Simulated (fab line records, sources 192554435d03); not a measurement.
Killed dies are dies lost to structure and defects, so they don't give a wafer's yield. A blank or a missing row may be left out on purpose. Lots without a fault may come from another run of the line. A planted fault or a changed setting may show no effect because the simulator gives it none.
Which tool did it? | flow n5_finfet | 11 lots, 29 wafers sampled, at 5 steps of a route of 1938

WHAT THE GAUGES READ, wafer by wafer
N5_MOL_CONTACT_COAG_THK_MEAS_29. Usual: MD_CAP_THK 17.89 nm, standard deviation 0.081.
lot  | measured     | on            | MD_CAP_THK (nm)   | flag
L491 | day 5 03:44  | film_metro-02 | 17.87 17.87 17.98 |
L492 | day 5 08:04  | film_metro-02 | 17.89 17.86 17.94 |
L497 | day 6 14:46  | film_metro-01 | 18.01 18.03 17.95 |
L498 | day 6 21:36  | film_metro-02 | 17.94 17.88 17.83 |
L499 | day 7 00:57  | film_metro-01 | 18.01 18.06 18.03 |
L507 | day 9 02:16  | film_metro-02 | 17.76 17.92       |
L508 | day 9 11:31  | film_metro-01 | 17.81 17.85       |
L510 | day 9 20:55  | film_metro-01 | 17.83 17.88 17.88 |
L511 | day 10 10:29 | film_metro-01 | 17.84 17.96       |
L513 | day 10 18:00 | film_metro-02 | 17.82 17.84 17.74 |
L514 | day 11 03:32 | film_metro-02 | 17.90 17.92       |

N5_BEOL_M4_RC_MEAS_101. Usual: DIBL_N 35.8 mV/V, standard deviation 1.6; DIBL_P 35.6 mV/V, standard deviation 2; IOFF_N 0.15 nA/um, standard deviation 0.031; IOFF_P 0.20 nA/um, standard deviation 0.033; ION_N 668 uA/um, standard deviation 12; ION_P 459 uA/um, standard deviation 6.8; SS_N 71.4 mV/dec, standard deviation 0.53; SS_P 73.1 mV/dec, standard deviation 0.63; VT_N 250 mV, standard deviation 3.5; VT_P -251 mV, standard deviation 3.
lot  | measured     | on        | DIBL_N (mV/V)  | DIBL_P (mV/V)  | IOFF_N (nA/um) | IOFF_P (nA/um) | ION_N (uA/um) | ION_P (uA/um) | SS_N (mV/dec)  | SS_P (mV/dec)  | VT_N (mV)   | VT_P (mV)      | flag
L491 | day 15 11:46 | prober-02 | 35.8 36.6 35.5 | 36.3 36.9 36.1 | 0.16 0.18 0.15 | 0.22 0.24 0.22 | 674 661 671   | 464 451 464   | 71.8 71.5 71.5 | 72.8 73.5 73.1 | 251 250 251 | -249 -248 -249 |
L492 | day 13 18:17 | prober-01 | 34.5 35.5 36.9 | 34.8 36.2 37.5 | 0.12 0.15 0.17 | 0.19 0.21 0.24 | 645 676 672   | 443 459 464   | 70.6 71.5 71.9 | 73.0 72.9 73.6 | 255 250 248 | -254 -250 -250 |
L497 | day 16 00:29 | prober-02 | 36.1 38.3 38.4 | 32.6 34.5 35.5 | 0.14 0.16 0.17 | 0.18 0.21 0.22 | 660 658 670   | 455 450 461   | 72.3 72.0 72.3 | 73.0 73.9 73.8 | 251 249 246 | -251 -250 -249 |
L498 | day 17 03:42 | prober-01 | 34.6 34.2 33.9 | 34.7 34.0 34.0 | 0.12 0.12 0.12 | 0.17 0.17 0.17 | 643 657 644   | 449 455 451   | 70.8 70.2 70.4 | 71.9 72.0 72.1 | 258 255 256 | -252 -253 -254 |
L499 | day 17 06:56 | prober-01 | 36.9 35.9 35.8 | 37.6 36.5 36.0 | 0.16 0.14 0.15 | 0.21 0.19 0.19 | 680 666 677   | 470 454 464   | 71.3 71.4 71.4 | 73.9 73.9 73.5 | 251 252 252 | -251 -253 -252 |
L507 | day 17 20:31 | prober-01 | 37.5 35.6      | 37.2 33.8      | 0.17 0.13      | 0.22 0.18      | 679 666       | 461 457       | 71.5 71.0      | 73.1 73.4      | 246 252     | -253 -255      |
L508 | day 17 15:31 | prober-01 | 37.4 37.3      | 38.2 37.3      | 0.19 0.18      | 0.24 0.22      | 678 671       | 453 457       | 71.8 71.7      | 73.9 74.1      | 245 247     | -246 -250      |
L510 | day 19 02:34 | prober-01 | 35.2 38.3 33.9 | 35.3 38.7 33.4 | 0.14 0.21 0.12 | 0.20 0.26 0.17 | 668 685 672   | 455 470 462   | 71.3 71.5 70.7 | 72.8 73.5 72.6 | 252 246 252 | -250 -245 -253 |
L511 | day 20 04:23 | prober-01 | 37.8 35.0      | 36.4 33.0      | 0.16 0.11      | 0.20 0.16      | 659 663       | 456 457       | 72.2 71.0      | 74.3 72.4      | 248 254     | -253 -254      |
L513 | day 20 05:26 | prober-02 | 35.9 35.6 33.5 | 35.3 34.6 32.1 | 0.15 0.13 0.10 | 0.19 0.19 0.15 | 686 659 648   | 472 458 450   | 71.0 71.7 71.4 | 72.7 72.8 72.0 | 247 251 256 | -250 -251 -255 |
L514 | day 20 12:02 | prober-01 | 38.3 38.3      | 39.7 39.2      | 0.23 0.22      | 0.28 0.27      | 708 685       | 480 465       | 71.9 71.4      | 73.8 74.4      | 243 244     | -245 -244      |

WHICH TOOL RAN EACH LOT (tool, then ch and the chambers of the sampled wafers, then the start)
lot  | N5_MOL_CONTACT_COAG_ALD_20         | N5_MOL_CONTACT_COAG_SPUTTER_143 | N5_MOL_CONTACT_COAG_ALD_27
L491 | ald_metal-03 ch 1,2, day 4 21:58   | pvd_sputter-03, day 4 22:46     | ald_sin-02 ch 0,2, day 5 01:52
L492 | ald_metal-03 ch 0,1,3, day 5 00:02 | pvd_sputter-02, day 5 01:05     | ald_sin-02 ch 1,2,3, day 5 06:12
L497 | ald_metal-01 ch 0,1,3, day 6 04:11 | pvd_sputter-03, day 6 08:04     | ald_sin-02 ch 0,1, day 6 12:54
L498 | ald_metal-03 ch 0,2,3, day 6 11:17 | pvd_sputter-02, day 6 12:42     | ald_sin-01 ch 1,2,3, day 6 19:44
L499 | ald_metal-03 ch 2,3, day 6 17:55   | pvd_sputter-03, day 6 19:28     | ald_sin-02 ch 0,3, day 6 23:05
L507 | ald_metal-02 ch 0,2, day 8 18:17   | pvd_sputter-01, day 8 19:49     | ald_sin-01 ch 0,1, day 9 00:23
L508 | ald_metal-03 ch 0,1, day 9 03:51   | pvd_sputter-01, day 9 05:33     | ald_sin-01 ch 0,2, day 9 09:39
L510 | ald_metal-03 ch 1,2,3, day 9 14:24 | pvd_sputter-02, day 9 15:26     | ald_sin-01 ch 1,2,3, day 9 19:03
L511 | ald_metal-03 ch 3, day 10 02:04    | pvd_sputter-03, day 10 03:27    | ald_sin-04 ch 2,3, day 10 08:38
L513 | ald_metal-03 ch 0,1, day 10 11:43  | pvd_sputter-02, day 10 12:55    | ald_sin-04 ch 1,2,3, day 10 16:08
L514 | ald_metal-03 ch 0,2, day 10 20:25  | pvd_sputter-02, day 10 21:35    | ald_sin-02 ch 0,2, day 11 01:40
- N5_MOL_CONTACT_COAG_ALD_20: deposits TiN, target thk 1.5 nm, pulse time 1 s, purge time 3 s.
- N5_MOL_CONTACT_COAG_SPUTTER_143: material Co, target thk 2.5 nm.
- N5_MOL_CONTACT_COAG_ALD_27: deposits SiOC, target thk 17 nm, pulse time 1.5 s, time 2720 s.

WHAT THE TOOLS THEMSELVES READ (means of the sampled wafers that have a number; where no wafer has one, the mark that the record gives instead)
N5_MOL_CONTACT_COAG_ALD_20. Usual: heater_power_w 864 W, standard deviation 37; precursor_pulse_height_rel 1.002, standard deviation 0.02.
lot  | tool         | heater_power_w (W) | precursor_pulse_height_rel | flag
L491 | ald_metal-03 | 869                | 1.007                      |
L492 | ald_metal-03 | 889                | 1.011                      |
L497 | ald_metal-01 | 888                | 0.997                      |
L498 | ald_metal-03 | 845                | 1.021                      |
L499 | ald_metal-03 | 830                | 1.005                      |
L507 | ald_metal-02 | 841                | 1.020                      |
L508 | ald_metal-03 | 895                | 0.998                      |
L510 | ald_metal-03 | 848                | 0.982                      |
L511 | ald_metal-03 | 835                | 0.998                      |
L513 | ald_metal-03 | 891                | 0.984                      |
L514 | ald_metal-03 | 868                | 1.006                      |

N5_MOL_CONTACT_COAG_SPUTTER_143. Usual: throttle_valve_pct 30.0 %, standard deviation 1.1.
lot  | tool           | throttle_valve_pct (%) | flag
L491 | pvd_sputter-03 | 30.3                   |
L492 | pvd_sputter-02 | 30.4                   |
L497 | pvd_sputter-03 | 30.3                   |
L498 | pvd_sputter-02 | 30.2                   |
L499 | pvd_sputter-03 | 30.4                   |
L507 | pvd_sputter-01 | 28.8                   |
L508 | pvd_sputter-01 | 28.0                   |
L510 | pvd_sputter-02 | 31.1                   |
L511 | pvd_sputter-03 | 30.2                   |
L513 | pvd_sputter-02 | 30.6                   |
L514 | pvd_sputter-02 | 31.2                   |

N5_MOL_CONTACT_COAG_ALD_27. Usual: heater_power_w 861 W, standard deviation 99; precursor_pulse_height_rel 1.001, standard deviation 0.019; run_length_s 2770.0 s, standard deviation 0.6.
lot  | tool       | heater_power_w (W) | precursor_pulse_height_rel | run_length_s (s) | flag
L491 | ald_sin-02 | 787                | 0.986                      | 2770.3           |
L492 | ald_sin-02 | 843                | 1.006                      | 2769.8           |
L497 | ald_sin-02 | 862                | 1.002                      | 2770.3           |
L498 | ald_sin-01 | 847                | 0.988                      | 2769.6           |
L499 | ald_sin-02 | 768                | 1.002                      | 2770.7           |
L507 | ald_sin-01 | 1008               | 1.013                      | 2546.1           | OFF
L508 | ald_sin-01 | 987                | 0.985                      | 2545.6           | OFF
L510 | ald_sin-01 | 836                | 1.008                      | 2620.7           | OFF
L511 | ald_sin-04 | 854                | 1.004                      | 2769.8           |
L513 | ald_sin-04 | 831                | 1.000                      | 2769.6           |
L514 | ald_sin-02 | 816                | 0.986                      | 2770.8           |

THE ANSWER, worked out from the rows above alone
Rule: a lot is off if the mean of its wafers that have a number lies more than 3 standard deviations from the usual mean. A lot without any number at a reading at which 4 lots or more have one is off too. The other lots that the step has rows for count as sound. The gauges are gone through in route order, then the tools' own readings, and for those a lot's mean is taken as printed above. The first step at which some lot is off is used, and at that step the reading that is off furthest; a lot without a number counts as furthest.
Off: L507, L508, L510, at N5_MOL_CONTACT_COAG_ALD_27 (run_length_s).
A tool fits if, at that step or a process step before it, it ran every lot that is off, and no sound lot after the first of them. One fits: ald_sin-01 at N5_MOL_CONTACT_COAG_ALD_27. Its last sound lot is L498 (day 6 19:44), its first lot that is off L507 (day 9 00:23): a fault that began between those two fits.
The tool's own readings at N5_MOL_CONTACT_COAG_ALD_27 bear it out: on the lots that are off they differ by more than 5 times the standard deviation of the sound lots' means. run_length_s reads 2570.8 s there against 2770.1 s on the sound lots.

WHAT THE SIMULATOR HAD PUT IN
Process parameter drift: ald_sin-01, from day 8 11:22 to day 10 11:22, at N5_MOL_CONTACT_COAG_ALD_27. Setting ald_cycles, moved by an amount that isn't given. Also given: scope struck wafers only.
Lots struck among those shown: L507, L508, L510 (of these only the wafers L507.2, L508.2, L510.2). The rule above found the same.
